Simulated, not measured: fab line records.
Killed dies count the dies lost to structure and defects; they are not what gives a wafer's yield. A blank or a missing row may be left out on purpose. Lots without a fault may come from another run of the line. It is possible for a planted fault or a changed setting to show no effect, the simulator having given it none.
fab line records	flow n5-finfet
record: lots: 9	wafers: 27	last-day: 20
route steps=1938 shown BEOL_M9@1438 PASSIVATION@1936
lots that met no fault: taken from a fault-free run of the same line
start-h: hours from the record's first day to the start of the lot's first wafer shown	wait-h: hours elapsed since this lot's preceding step	" as in the row above	L1.1+2: one row covering several wafers at once	- value missing, or start not given	* or withheld: withheld	< > ~ a bound
route shown NAME@n: NAME is a module with steps in the file, n the number in the route of the first one	usual: mean/standard deviation taken from wafers without a fault	same: alike in all rows	chamber/n: place in a boat	sites: each site's reading	_std_site: their standard deviation	_edge_site: the outer-site mean with the inner-site mean subtracted	radius-mm: for every site, how far away it sits from the centre of the wafer	mask NAME#n: copy n	behind: the tool/chamber that last shaped the wafer	hold: cause of the lot's hold/its duration in hours/its outcome	device: the transistor (n, p or np) that didn't switch	end of line: tests of these same wafers at the route's end	a step without rows: its recipe alone	killed: dies that structure and defects cost at the first sort, which is not the same as the wafer's yield	map: the dies of a wafer, with x for killed, . for not killed, _ for no die there
set.NAME: the setting as run; set.NAME@STEP: as run at that earlier step	model.NAME: the simulator's own value behind a step, which no gauge read
a sample of lots followed through the steps of the route, with each step as a table and each wafer as a row
services: from which hour (start-h, from the record's first day; less than 0 if before it) a tool's chamber was out of use, for how many hours, and why
== steps ==
step: N5_BEOL_M9_ETCH_76
recipe: chemistry: N2/H2	target: underlayer	target-depth-a: 65	mask-material: CAR-EUV	time-s: 5.2	ion-energy-ev: 200	pressure-mtorr: 30	source-w: 840	bias-w: 150	n2-flow-sccm: 200	h2-flow-sccm: 200	ends: cleared
usual: chamber-pressure-mTorr: 30.00/0.038	drypump-motor-current-A: 5.6/0.46	etch-rf-on-time-s: 5.17/0.14	oes-product-au: 0.70/0.089	rf-vpp-V: 524.5/2.7	showerhead-plenum-p-Torr: 2.55/0.089	throttle-valve-pct: 17.61/0.2
lot.wafer	tool	chamber	start-h	wait-h	chamber-pressure-mTorr	drypump-motor-current-A	etch-rf-on-time-s	oes-product-au	rf-hours-counter-h	rf-vpp-V	showerhead-plenum-p-Torr	throttle-valve-pct
L406.2	rie-diel-02	2	236.02	0.0	30.03	5.6	5.28	0.61	203	527.0	2.63	17.78
L406.4	"	3	"	"	29.97	6.0	5.29	0.60	-	522.1	2.39	17.69
L406.5	"	2	"	"	30.01	5.6	5.31	0.60	-	527.4	2.63	17.77
L415.3	rie-diel-02	1	337.99	0.0	30.02	6.4	5.33	0.61	173	520.6	2.42	17.92
L415.5	"	1	"	"	30.04	6.4	5.29	0.61	-	523.1	2.42	17.89
L415.6	"	2	"	"	30.03	5.6	5.47	0.58	-	525.8	2.61	17.85
L417.2	rie-diel-03	3	346.74	0.0	29.97	5.1	5.12	0.67	104	526.7	2.57	17.76
L417.3	"	1	"	"	29.99	6.4	4.99	0.74	43	522.3	2.47	17.35
L417.5	"	3	"	"	30.01	5.2	5.14	0.65	-	524.0	2.57	17.80
L418.1	rie-diel-02	2	346.82	0.0	30.03	5.6	5.49	0.58	239	525.5	2.61	17.86
L418.2	"	1	"	"	30.02	6.4	5.34	0.62	176	520.5	2.41	17.93
L418.5	"	3	"	"	29.96	6.0	5.39	0.59	-	520.4	2.38	17.74
L420.2	rie-diel-02	3	349.60	0.0	30.00	6.0	5.38	0.59	243	518.6	2.38	17.73
L420.3	"	2	"	"	29.94	5.6	5.48	0.58	239	528.5	2.61	17.86
L420.5	"	3	"	"	29.96	6.0	5.33	0.59	-	518.4	2.38	17.76
L422.2	rie-diel-03	3	367.05	0.0	30.05	5.2	5.18	0.65	112	524.4	2.56	17.78
L422.4	"	2	"	"	29.97	5.6	5.26	0.75	-	527.4	2.59	17.51
L422.6	"	1	"	"	30.00	6.4	5.04	0.73	-	521.8	2.47	17.36
L425.1	rie-diel-03	1	370.36	0.0	29.96	6.3	5.08	0.73	53	522.1	2.47	17.36
L425.2	"	2	"	"	30.02	5.7	5.27	0.74	31	525.3	2.59	17.50
L425.6	"	2	"	"	30.00	5.7	5.33	0.75	-	523.4	2.59	17.51
L424.1	rie-diel-02	2	373.84	0.0	29.99	5.6	5.44	0.58	249	525.7	2.61	17.87
L424.2	"	1	"	"	30.01	6.4	5.23	0.61	186	517.1	2.41	17.94
L424.6	"	2	"	"	29.97	5.6	5.41	0.57	-	525.5	2.61	17.86
L428.1	rie-diel-03	0	408.61	0.0	30.04	5.1	4.98	0.84	10	523.9	2.59	17.36
L428.2	"	3	"	"	29.97	5.2	5.17	0.65	125	524.7	2.56	17.80
L428.4	"	1	"	"	30.03	6.4	5.07	0.71	64	522.5	2.46	17.37
step: N5_BEOL_M9_ETCH_65
recipe: chemistry: CF4	target: SiARC	target-depth-a: 156	mask-material: CAR-EUV	time-s: 26	ion-energy-ev: 80	pressure-mtorr: 40	source-w: 545	bias-w: 36	Ar_flow_sccm: 100	cf4-flow-sccm: 100	ends: cleared
usual: cf4-flow-sccm: 99.99/0.29	chamber-pressure-mTorr: 40.00/0.035	drypump-motor-current-A: 5.6/0.46	etch-rf-on-time-s: 26.0/0.67	oes-product-au: 0.70/0.09	rf-vpp-V: 184.2/1.2	showerhead-plenum-p-Torr: 2.16/0.065	throttle-valve-pct: 15.43/0.26
lot.wafer	tool	chamber	start-h	wait-h	cf4-flow-sccm	chamber-pressure-mTorr	drypump-motor-current-A	etch-rf-on-time-s	oes-product-au	rf-hours-counter-h	rf-vpp-V	showerhead-plenum-p-Torr	throttle-valve-pct
L406.2	rie-diel-02	2	236.03	0.0	100.29	39.98	5.5	27.1	0.60	203	184.3	2.19	15.46
L406.4	"	3	"	"	99.79	40.00	6.0	27.2	0.61	-	182.3	2.06	15.80
L406.5	"	2	"	"	99.67	40.04	5.5	27.0	0.61	-	185.9	2.19	15.47
L415.3	rie-diel-02	1	338.01	0.0	99.92	40.00	6.4	27.0	0.62	173	181.2	2.06	15.85
L415.5	"	1	"	"	99.91	40.03	6.4	26.7	0.62	-	182.9	2.06	15.86
L415.6	"	2	"	"	99.58	39.99	5.6	27.6	0.58	-	184.1	2.18	15.52
L417.2	rie-diel-03	3	346.76	0.0	100.28	40.00	5.2	26.0	0.66	104	184.7	2.16	15.47
L417.3	"	1	"	"	100.18	39.94	6.4	25.2	0.75	43	183.2	2.09	15.15
L417.5	"	3	"	"	100.42	40.04	5.2	25.9	0.67	-	182.7	2.16	15.48
L418.1	rie-diel-02	2	346.84	0.0	77.51	39.99	5.5	28.3	0.57	239	184.1	2.01	14.61
L418.2	"	1	"	"	77.73	39.97	6.4	27.8	0.60	176	183.1	1.91	14.93
L418.5	"	3	"	"	76.65	40.03	6.0	27.9	0.57	-	183.5	1.89	14.94
L420.2	rie-diel-02	3	349.62	0.0	78.23	40.00	6.0	27.8	0.57	243	182.4	1.89	14.93
L420.3	"	2	"	"	77.75	40.01	5.6	28.3	0.57	239	184.6	2.01	14.61
L420.5	"	3	"	"	77.38	39.99	6.0	27.8	0.58	-	182.4	1.89	14.94
L422.2	rie-diel-03	3	367.06	0.0	100.38	40.00	5.1	26.1	0.65	112	185.8	2.16	15.50
L422.4	"	2	"	"	99.51	39.96	5.7	26.2	0.76	-	184.7	2.16	15.15
L422.6	"	1	"	"	99.93	40.00	6.3	25.2	0.74	-	183.9	2.09	15.15
L425.1	rie-diel-03	1	370.37	0.0	99.72	40.03	6.4	25.7	0.73	53	181.1	2.09	15.16
L425.2	"	2	"	"	99.91	40.01	5.6	26.6	0.75	31	185.0	2.16	15.16
L425.6	"	2	"	"	99.68	39.99	5.6	26.5	0.75	-	185.3	2.16	15.14
L424.1	rie-diel-02	2	373.86	0.0	77.43	40.01	5.6	28.1	0.56	249	183.3	2.01	14.63
L424.2	"	1	"	"	77.56	40.08	6.4	27.6	0.59	186	182.8	1.90	14.96
L424.6	"	2	"	"	77.17	40.05	5.6	28.0	0.57	-	184.7	2.01	14.63
L428.1	rie-diel-03	0	408.62	0.0	100.06	39.96	5.1	25.1	0.83	10	185.2	2.18	15.25
L428.2	"	3	"	"	100.18	39.94	5.2	25.9	0.64	125	184.7	2.16	15.52
L428.4	"	1	"	"	99.74	39.99	6.4	25.6	0.73	64	183.5	2.09	15.21
step: N5_BEOL_M9_STRIP_36
recipe: chemistry: N2/H2	power-w: 450	temp-c: 40	pressure-mtorr: 20	rf-frequency-hz: 6e+07	overash-fraction: 0.3	bias-power-w: 7	h2-frac: 0.5	n2-flow-sccm: 200	h2-flow-sccm: 200
usual: chamber-pressure-mTorr: 20.00/0.031	drypump-motor-current-A: 5.6/0.45	oes-product-au: 0.82/0.11	rf-vpp-V: 59.1/1.4	showerhead-plenum-p-Torr: 2.55/0.089	throttle-valve-pct: 23.33/0.22
lot.wafer	tool	chamber	start-h	wait-h	chamber-pressure-mTorr	drypump-motor-current-A	oes-product-au	rf-hours-counter-h	rf-vpp-V	showerhead-plenum-p-Torr	throttle-valve-pct
L406.2	rie-diel-02	2	236.22	0.0	19.98	5.6	0.73	204	58.9	2.62	23.53
L406.4	"	3	"	"	19.96	6.1	0.70	-	57.5	2.39	23.19
L406.5	"	2	"	"	20.02	5.6	0.72	-	61.5	2.62	23.54
L415.3	rie-diel-02	1	338.20	0.0	20.03	6.4	0.72	173	57.0	2.41	23.60
L415.5	"	1	"	"	19.96	6.4	0.72	-	58.0	2.41	23.61
L415.6	"	2	"	"	20.02	5.6	0.70	-	59.8	2.61	23.59
L417.2	rie-diel-03	3	346.95	0.0	19.97	5.2	0.78	104	60.4	2.56	23.64
L417.3	"	1	"	"	19.99	6.4	0.86	44	60.1	2.47	23.11
L417.5	"	3	"	"	19.99	5.2	0.78	-	57.7	2.56	23.65
L418.1	rie-diel-02	2	347.03	0.0	19.97	5.6	0.69	239	58.4	2.61	23.56
L418.2	"	1	"	"	20.00	6.4	0.72	176	58.9	2.41	23.59
L418.5	"	3	"	"	19.99	6.0	0.69	-	56.3	2.38	23.24
L420.2	rie-diel-02	3	349.81	0.0	20.00	6.0	0.69	243	57.5	2.37	23.28
L420.3	"	2	"	"	19.96	5.6	0.69	239	58.8	2.61	23.61
L420.5	"	3	"	"	20.03	6.0	0.68	-	56.9	2.37	23.22
L422.2	rie-diel-03	3	367.26	0.0	19.99	5.2	0.76	112	59.4	2.56	23.63
L422.4	"	2	"	"	19.99	5.6	0.91	-	57.7	2.59	23.25
L422.6	"	1	"	"	20.02	6.3	0.85	-	58.2	2.46	23.14
L425.1	rie-diel-03	1	370.56	0.0	20.03	6.3	0.84	53	58.5	2.46	23.15
L425.2	"	2	"	"	20.04	5.6	0.90	31	56.9	2.59	23.29
L425.6	"	2	"	"	20.02	5.7	0.90	-	58.8	2.59	23.29
L424.1	rie-diel-02	2	374.05	0.0	20.00	5.6	0.68	249	58.6	2.60	23.64
L424.2	"	1	"	"	20.00	6.4	0.71	186	58.2	2.41	23.61
L424.6	"	2	"	"	20.04	5.6	0.69	-	59.1	2.60	23.62
L428.1	rie-diel-03	0	408.81	0.0	19.97	5.1	0.96	10	62.4	2.59	23.02
L428.2	"	3	"	"	20.00	5.2	0.75	125	60.0	2.55	23.65
L428.4	"	1	"	"	20.02	6.4	0.83	64	59.6	2.46	23.16
step: N5_BEOL_M9_TRENCH_ETCH_37
recipe: chemistry: C4F6/O2	target-depth-a: 1514.3	target: SiCOH_lowk	time-s: 49	ion-energy-ev: 250	pressure-mtorr: 30	source-w: 345	bias-w: 185	Ar_flow_sccm: 300	C4F6_flow_sccm: 10	O2_flow_sccm: 10
usual: chamber-pressure-mTorr: 30.001/0.027	drypump-motor-current-A: 5.6/0.46	oes-product-au: 0.82/0.11	rf-vpp-V: 674/8.6	showerhead-plenum-p-Torr: 2.87/0.089	throttle-valve-pct: 20.74/0.24
lot.wafer	tool	chamber	start-h	wait-h	chamber-pressure-mTorr	drypump-motor-current-A	oes-product-au	rf-hours-counter-h	rf-vpp-V	showerhead-plenum-p-Torr	throttle-valve-pct
L406.2	rie-diel-02	2	-	-	29.989	5.6	0.71	204	672	2.91	20.63
L406.4	"	3	"	"	30.053	6.0	0.72	-	665	2.73	21.04
L406.5	"	2	"	"	30.014	5.6	0.72	-	671	2.91	20.62
L415.3	rie-diel-02	1	-	-	30.061	6.4	0.73	173	672	2.74	21.16
L415.5	"	1	"	"	29.969	6.5	0.73	-	670	2.74	21.14
L415.6	"	2	"	"	30.045	5.6	0.68	-	671	2.89	20.66
L417.2	rie-diel-03	3	-	-	29.999	5.2	0.78	104	685	2.89	20.92
L417.3	"	1	"	"	29.993	6.4	0.87	44	663	2.79	20.51
L417.5	"	3	"	"	29.990	5.1	0.78	-	684	2.89	20.92
L418.1	rie-diel-02	2	-	-	29.959	5.6	0.68	239	673	2.89	20.66
L418.2	"	1	"	"	30.050	6.5	0.72	176	670	2.74	21.15
L418.5	"	3	"	"	29.989	6.0	0.68	-	665	2.71	21.09
L420.2	rie-diel-02	3	-	-	29.967	6.0	0.68	243	663	2.71	21.09
L420.3	"	2	"	"	29.993	5.6	0.68	239	673	2.89	20.65
L420.5	"	3	"	"	29.997	6.0	0.69	-	664	2.71	21.09
L422.2	rie-diel-03	3	-	-	29.997	5.1	0.77	112	685	2.89	20.93
L422.4	"	2	"	"	29.981	5.6	0.89	-	676	2.88	20.47
L422.6	"	1	"	"	30.022	6.4	0.85	-	665	2.78	20.54
L425.1	rie-diel-03	1	-	-	29.991	6.3	0.85	53	665	2.78	20.52
L425.2	"	2	"	"	30.043	5.6	0.89	31	675	2.88	20.46
L425.6	"	2	"	"	29.978	5.7	0.87	-	675	2.88	20.47
L424.1	rie-diel-02	2	-	-	30.001	5.6	0.68	249	672	2.89	20.67
L424.2	"	1	"	"	29.965	6.4	0.72	186	671	2.73	21.16
L424.6	"	2	"	"	29.990	5.6	0.68	-	673	2.89	20.67
L428.1	rie-diel-03	0	-	-	29.961	5.1	0.97	10	682	2.89	20.52
L428.2	"	3	"	"	30.041	5.1	0.75	125	687	2.88	20.95
L428.4	"	1	"	"	29.992	6.4	0.84	64	664	2.78	20.53
step: N5_PASSIVATION_PROBE_49
usual: defect-limited-yield: 91.3/1.4	killed_at_M0_to_M3: 34/10	killed_at_M4_up: 14/5.5	killed-at-contacts: 12/6	killed-at-front-end: 40/10	killed-at-other: 3.0/2.4	killed-dies: 103/17	killed-open: 68/13	killed-short: 34/7.8	sort_bin_5_function: 5.1/0.97	sort_bin_6_memory: 3.3/0.66	sort-n-pass: 1077/17	sort-yield-pct: 91.2/1.4
same: gross-dies: 1180	killed-at-back-side: 0	sort_bin_4_leakage[%]: 0	sort_bin_8_speed[%]: 0
lot.wafer	tool	chamber	start-h	wait-h	defect-limited-yield[%]	killed_at_M0_to_M3	killed_at_M4_up	killed-at-contacts	killed-at-front-end	killed-at-other	killed-dies	killed-open	killed-short	sort_bin_5_function[%]	sort_bin_6_memory[%]	sort-n-pass	sort-yield-pct[%]
L415.3	prober-01	-	397.44	0.1	93.1	25	16	5	32	4	82	48	31	4.4	2.3	1098	93.1
L415.5	prober-01	-	397.54	0.2	91.2	23	14	2	62	3	104	75	29	5.5	3.1	1076	91.2
L415.6	prober-01	-	397.59	0.3	91.5	20	14	10	51	5	100	56	42	4.6	3.6	1080	91.5
L417.2	prober-02	-	404.46	0.1	93.1	31	13	4	32	2	82	54	27	4.5	1.9	1098	93.1
L417.3	prober-02	-	404.51	0.1	92.1	27	7	17	42	0	93	61	29	4.4	3.3	1087	92.1
L417.5	prober-02	-	404.61	0.2	91.1	41	16	9	38	1	105	77	27	4.8	3.9	1075	91.1
L425.1	prober-02	-	424.43	0.0	87.5	49	23	10	63	2	147	105	39	7.8	4.6	1033	87.5
L425.2	prober-02	-	424.48	0.1	90.3	39	16	12	46	1	114	79	35	5.3	3.8	1066	90.3
L425.6	prober-02	-	424.68	0.3	90.5	39	23	9	39	2	112	86	26	5.3	4.0	1068	90.5
killed by level:class
L415.3 FIN_SAQP:geometric-particle:short=10 BEOL_M3:geometric-particle:open=8 BEOL_M0_SAQP:geometric-particle:short=6 BEOL_M4:geometric-particle:open=6 STI_FIN_REVEAL:geometric-particle:open=5 FIN_SAQP:geometric-particle:open=4 MOL_CONTACT_COAG:geometric-particle:open=4 BEOL_M0:geometric-particle:open=4
L415.5 FIN_SAQP:geometric-particle:open=22 FIN_SAQP:geometric-particle:short=9 STI_FIN_REVEAL:geometric-particle:open=9 BEOL_M2:geometric-particle:open=7 BEOL_M1:geometric-particle:open=6 DUMMY_GATE:geometric-particle:open=5 GATE_CUT:geometric-particle:short=5 GATE_CUT:geometric-particle:open=4
L415.6 STI_FIN_REVEAL:geometric-particle:open=13 FIN_SAQP:geometric-particle:short=8 MOL_CONTACT_COAG:geometric-particle:open=8 FIN_SAQP:geometric-particle:open=5 BEOL_M0_SAQP:geometric-particle:open=5 BEOL_M4:geometric-particle:open=5 STARTING-WAFER:geometric-particle:short=5 FIN_CUT:geometric-particle:short=4
L417.2 BEOL_M4:geometric-particle:open=10 BEOL_M3:geometric-particle:open=9 FIN_SAQP:geometric-particle:open=8 BEOL_M0_SAQP:geometric-particle:short=7 BEOL_M0_SAQP:geometric-particle:open=7 GATE_CUT:geometric-particle:short=5 FIN_SAQP:geometric-particle:short=4 STI_FIN_REVEAL:geometric-particle:open=4
L417.3 MOL_CONTACT_COAG:geometric-particle:open=12 FIN_SAQP:geometric-particle:open=10 BEOL_M0_SAQP:geometric-particle:open=7 MOL_CONTACT_COAG:geometric-particle:short=5 BEOL_M0_SAQP:geometric-particle:short=5 STARTING-WAFER:geometric-particle:short=5 STI_FIN_REVEAL:geometric-particle:open=4 GATE_CUT:geometric-particle:short=4
L417.5 FIN_SAQP:geometric-particle:open=16 BEOL_M3:geometric-particle:open=13 BEOL_M4:geometric-particle:open=9 BEOL_M0_SAQP:geometric-particle:short=8 MOL_CONTACT_COAG:geometric-particle:open=7 BEOL_M0_SAQP:geometric-particle:open=7 BEOL_M2:geometric-particle:open=5 DUMMY_GATE:geometric-particle:open=4
L425.1 STI_FIN_REVEAL:geometric-particle:open=23 FIN_SAQP:geometric-particle:open=14 BEOL_M2:geometric-particle:open=11 BEOL_M1:geometric-particle:open=11 BEOL_M4:geometric-particle:open=10 FIN_SAQP:geometric-particle:short=9 BEOL_M0_SAQP:geometric-particle:short=8 MOL_CONTACT_COAG:geometric-particle:open=7
L425.2 BEOL_M1:geometric-particle:open=14 STI_FIN_REVEAL:geometric-particle:open=11 FIN_SAQP:geometric-particle:short=10 FIN_SAQP:geometric-particle:open=9 MOL_CONTACT_COAG:geometric-particle:open=7 BEOL_M4:geometric-particle:open=7 DUMMY_GATE:geometric-particle:open=6 MOL_CONTACT_COAG:geometric-particle:short=5
L425.6 BEOL_M2:geometric-particle:open=12 FIN_SAQP:geometric-particle:open=10 MOL_CONTACT_COAG:geometric-particle:open=8 BEOL_M1:geometric-particle:open=8 STI_FIN_REVEAL:geometric-particle:open=7 BEOL_M5:geometric-particle:open=6 BEOL_M3:geometric-particle:open=6 FIN_SAQP:geometric-particle:short=5
== services ==
tool	chamber	start-h	hours	kind
rie-diel-03	2	225.93	-	clean
rie-diel-03	2	225.93	-	consumable-replace:focus-ring
rie-diel-03	2	225.93	25.0	scheduled-down
rie-diel-03	2	225.93	25.0	vent-cycle
rie-diel-02	1	229.90	7.5	repair
rie-diel-02	0	237.40	-	clean
rie-diel-02	0	237.40	-	consumable-replace:focus-ring
rie-diel-02	0	237.40	18.5	scheduled-down
rie-diel-02	0	237.40	18.5	vent-cycle
rie-diel-02	0	274.42	7.1	repair
rie-diel-03	2	333.39	19.1	repair
rie-diel-02	0	350.54	31.6	repair
rie-diel-03	0	358.36	-	clean
rie-diel-03	0	358.36	-	consumable-replace:focus-ring
rie-diel-02	3	382.39	-	clean
rie-diel-02	3	382.39	-	consumable-replace:focus-ring
rie-diel-02	3	382.39	-	consumable-replace:showerhead
rie-diel-02	3	382.39	22.7	scheduled-down
rie-diel-02	3	382.39	22.7	vent-cycle
rie-diel-03	-	388.37	4.3	pm
rie-diel-02	2	405.10	-	clean
rie-diel-02	2	405.10	-	consumable-replace:focus-ring
rie-diel-02	2	405.10	23.4	scheduled-down
rie-diel-02	2	405.10	23.4	vent-cycle
== key ==
first-sign: step: N5_BEOL_M9_ETCH_65	reading: cf4-flow-sccm	direction: down	sigmas: 77	usual: 99.99	struck: 77.49
effect: step: N5_BEOL_M9_ETCH_65	reading: showerhead-plenum-p-Torr	direction: down	sigmas: 3.2	usual: 2.16	struck: 1.95
met-at N5_BEOL_M9_ETCH_65
struck-lots L418,L420,L424
not-acting-at N5_BEOL_M9_ETCH_76,N5_BEOL_M9_STRIP_36,N5_BEOL_M9_TRENCH_ETCH_37
onset-between 338.01 346.84
fault: kind: process-parameter-drift	tool: rie-diel-02	chamber: -	onset-h: 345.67	steps: N5_BEOL_M9_ETCH_65	channel: cf4-flow-sccm	offset: -22.5	shape: step	end-h: 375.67	acts-in: these-recipes-only	stated: 100
